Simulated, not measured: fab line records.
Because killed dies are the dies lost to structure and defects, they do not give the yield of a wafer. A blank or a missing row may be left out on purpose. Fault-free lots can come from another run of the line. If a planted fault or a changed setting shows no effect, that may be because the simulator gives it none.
A struck lot beside a sound one :: flow n5_finfet :: 20 out of 1938 route steps
Sound: wafers L135.2, L135.3, L135.4. Struck: wafers L152.4, L152.5, L152.6. At the end, the cause is stated.
For every step that has rows: the tool of each side, followed by ch and its chambers, followed by its first start. Under that, the readings that differ: sound wafers :: struck wafers :: difference of the means :: sigmas: that difference in standard deviations of wafers without a fault.
alike: words and numbers the same on both sides, and readings whose means are apart by under 2 such deviations; not compared: readings that were withheld, readings missing a value for some wafer, numbers with overlapping values and no deviation given by the record, and bounds like >300 which may hide the same value.
Wherever a step has rows on one side only, a row that says differs or no value, or a row with sigmas, the two part there. Non-overlapping numbers with no deviation appear without sigmas and do not part them. A reading missing from all wafers of one side parts the sides only when that side holds two or more wafers.

first, 8 steps without rows for these wafers: N5_BEOL_M12_SPUTTER_45 (material Cu, target thk 80 nm, time 13.33 s); N5_BEOL_M12_ECD_47 (material Cu, target thk 720 nm); N5_BEOL_M12_ANNEAL_48 (time 90 s); N5_BEOL_M12_CMP_49 (polishes, stops on SiOC, t overpolish 20.6 s, target thk 320 nm); N5_BEOL_M12_PRE_CLEAN_52 (time 15 s); N5_BEOL_M12_DEP_53 (deposits SiCN from 3MS/NH3, target thk 30 nm, time 10.5 s); N5_BEOL_M13_ILD_DEP_00 (deposits SiOC from DEMS/O2, target thk 837.92 nm, time 166.4 s); N5_BEOL_M13_COAT_58 (time 60 s, resist thk 89 nm).
N5_BEOL_M13_COAT_04: resist thk 400 nm.
  sound on litho_track-02 ch 0, day 11 11:17; struck on litho_track-02 ch 0, day 16 03:31
reading: spin_speed_rpm (rpm)
sound: 1626.2 1625.6 1625.6
struck: 1739.6 1738.7 1738.4
difference: +113.1
sigmas: +99 or more

reading: model.coat_of_BEOL_M13_COAT_04.thk_nm (nm)
sound: 401.2 400.8 401.4
struck: 388 389 388
difference: -13
sigmas: 
  alike: exhaust_pa
then, 8 steps without rows for these wafers: N5_BEOL_M13_EBR_06; N5_BEOL_M13_SOFTBAKE_05 (time 60 s); N5_BEOL_M13_EXPOSE_07 (exposes mask V12); N5_BEOL_M13_PEB_08 (peb time 90 s); N5_BEOL_M13_DEVELOP_09 (develop time 45 s); N5_BEOL_M13_HARDBAKE_14 (time 120 s); N5_BEOL_M13_DESCUM_15 (chemistry O2, time 7.9 s); N5_BEOL_M13_ETCH_59 (etches BARC in N2/H2, target depth 89 nm, overetch 26.7 nm, time 67.9 s).
N5_BEOL_M13_VIA_ETCH_16: etches SiOC in C4F8/O2/Ar, target depth 921.7 nm.
  sound on rie_diel-03 ch 0,2,3, day 11 11:57; struck on rie_diel-05 ch 0,1,3, day 16 04:05
reading: oes_product_au (a.u.)
sound: 0.85 0.76 0.68
struck: 0.61 0.63 0.62
difference: -0.14
sigmas: -2

reading: model.coat_of_BEOL_M13_COAT_04.thk_nm (nm)
sound: 68.8 71.8 65.4
struck: 57.8 63 55.4
difference: -9.9
sigmas: 
  alike: C4F8_flow_sccm, drypump_motor_current_A, rf_fwd_power_W, rf_vpp_V, showerhead_plenum_p_Torr, throttle_valve_pct
N5_BEOL_M13_STRIP_63: strips in N2/H2.
  sound on plasma_asher-01 ch 0,1, day 11 12:11; struck on plasma_asher-01 ch 0,1, day 16 04:21
reading: strip_time_to_endpoint_s (s)
sound: 27.3 28.2 26.3
struck: 24.0 25.6 23.3
difference: -3.0
sigmas: -3
  alike: drypump_motor_current_A, heater_power_w, oes_product_au
  not compared: rf_hours_counter_h
then, 1 step without rows for these wafers: N5_BEOL_M13_STRIP_64 (strips in N2/H2).

== WHERE THEY PART ==
First at N5_BEOL_M13_COAT_04; last, within this record, at N5_BEOL_M13_STRIP_63.

WHY: whatever the simulator had introduced
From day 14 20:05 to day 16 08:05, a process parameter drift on litho_track-02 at N5_BEOL_M13_COAT_04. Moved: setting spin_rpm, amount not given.
